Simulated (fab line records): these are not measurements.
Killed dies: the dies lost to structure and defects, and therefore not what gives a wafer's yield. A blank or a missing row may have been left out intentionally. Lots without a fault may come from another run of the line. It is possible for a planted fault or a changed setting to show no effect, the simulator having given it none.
Chamber matching :: flow nand_harc :: NHARC_A_BONDPAD_DESCUM_11 on rie_diel-01 has 4 sister chambers
The step chemistry O2, time 3 s. 16 wafers are shown with their chamber, then 8 later ones without.

WAFERS, EACH WITH ITS CHAMBER
wafer: L608.1
chamber: 3
drypump_motor_current_A (A): 5.3
oes_product_au (a.u.): 0.999
rf_vpp_V (V): 57.9

wafer: L608.2
chamber: 1
drypump_motor_current_A (A): 6.3
oes_product_au (a.u.): 1.004
rf_vpp_V (V): 58.4

wafer: L608.4
chamber: 2
drypump_motor_current_A (A): 5.2
oes_product_au (a.u.): 1.011
rf_vpp_V (V): 57.9

wafer: L607.3
chamber: 0
drypump_motor_current_A (A): 5.1
oes_product_au (a.u.): 1.002
rf_vpp_V (V): 56.9

wafer: L607.4
chamber: 3
drypump_motor_current_A (A): 5.3
oes_product_au (a.u.): 0.996
rf_vpp_V (V): 57.6

wafer: L607.6
chamber: 3
drypump_motor_current_A (A): 5.3
oes_product_au (a.u.): 0.996
rf_vpp_V (V): 57.4

wafer: L609.1
chamber: 3
drypump_motor_current_A (A): 5.3
oes_product_au (a.u.): 0.993
rf_vpp_V (V): 58.1

wafer: L609.2
chamber: 0
drypump_motor_current_A (A): 5.1
oes_product_au (a.u.): 1.013
rf_vpp_V (V): 57.5

wafer: L609.3
chamber: 2
drypump_motor_current_A (A): 5.3
oes_product_au (a.u.): 1.002
rf_vpp_V (V): 56.2

wafer: L610.2
chamber: 2
drypump_motor_current_A (A): 5.2
oes_product_au (a.u.): 0.998
rf_vpp_V (V): 56.8

wafer: L610.4
chamber: 3
drypump_motor_current_A (A): 5.3
oes_product_au (a.u.): 0.992
rf_vpp_V (V): 58.6

wafer: L610.6
chamber: 3
drypump_motor_current_A (A): 5.3
oes_product_au (a.u.): 0.993
rf_vpp_V (V): 56.8

wafer: L611.1
chamber: 3
drypump_motor_current_A (A): 5.3
oes_product_au (a.u.): 1.006
rf_vpp_V (V): 57.3

wafer: L611.2
chamber: 1
drypump_motor_current_A (A): 6.3
oes_product_au (a.u.): 0.998
rf_vpp_V (V): 57.6

wafer: L611.4
chamber: 0
drypump_motor_current_A (A): 5.1
oes_product_au (a.u.): 1.015
rf_vpp_V (V): 58.0

wafer: L613.3
chamber: 3
drypump_motor_current_A (A): 5.3
oes_product_au (a.u.): 0.986
rf_vpp_V (V): 58.3

SIGNATURES (averages over the wafers above)
reading: drypump_motor_current_A
chamber 0: 5.100
chamber 1: 6.300
chamber 2: 5.233
chamber 3: 5.300
scatter within a chamber: 0.0236

reading: oes_product_au
chamber 0: 1.01000
chamber 1: 1.00100
chamber 2: 1.00367
chamber 3: 0.99513
scatter within a chamber: 0.00607

reading: rf_vpp_V
chamber 0: 57.467
chamber 1: 58.000
chamber 2: 56.967
chamber 3: 57.750
scatter within a chamber: 0.635
Rule: a wafer's distance from a chamber is the root of the sum, over the readings, of the square of ((its reading less the chamber's mean) divided by the reading's scatter). The wafer belongs to the nearest chamber; if the next one is less than 2 further off, it can't be placed. The scatter: take each reading less its chamber's mean, square it, sum over the shown wafers, divide by the number of wafers less the number of chambers, and take the root.

WAFERS WITHOUT THEIR CHAMBER
wafer: L613.4
drypump_motor_current_A (A): 5.2
oes_product_au (a.u.): 1.001
rf_vpp_V (V): 58.0

wafer: L613.6
drypump_motor_current_A (A): 6.3
oes_product_au (a.u.): 0.998
rf_vpp_V (V): 57.5

wafer: L619.3
drypump_motor_current_A (A): 5.1
oes_product_au (a.u.): 1.015
rf_vpp_V (V): 57.3

wafer: L619.4
drypump_motor_current_A (A): 5.2
oes_product_au (a.u.): 0.988
rf_vpp_V (V): 57.0

wafer: L619.5
drypump_motor_current_A (A): 5.1
oes_product_au (a.u.): 1.024
rf_vpp_V (V): 57.0

wafer: L625.1
drypump_motor_current_A (A): 5.3
oes_product_au (a.u.): 0.996
rf_vpp_V (V): 57.1

wafer: L625.3
drypump_motor_current_A (A): 5.2
oes_product_au (a.u.): 0.996
rf_vpp_V (V): 58.9

wafer: L625.5
drypump_motor_current_A (A): 6.3
oes_product_au (a.u.): 0.990
rf_vpp_V (V): 59.5

THE CHAMBER EACH PASSED THROUGH
wafer: L613.4
from the rows above: 2
in truth: 2

wafer: L613.6
from the rows above: 1
in truth: 1

wafer: L619.3
from the rows above: 0
in truth: 0

wafer: L619.4
from the rows above: can't be placed: 2 or 3
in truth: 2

wafer: L619.5
from the rows above: 0
in truth: 0

wafer: L625.1
from the rows above: 3
in truth: 3

wafer: L625.3
from the rows above: can't be placed: 2 or 3 or 0
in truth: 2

wafer: L625.5
from the rows above: 1
in truth: 1
6 of 8 placed correctly. These rows do not allow placing 2 (true chamber among the candidates in 2). Placed wrongly: 0.
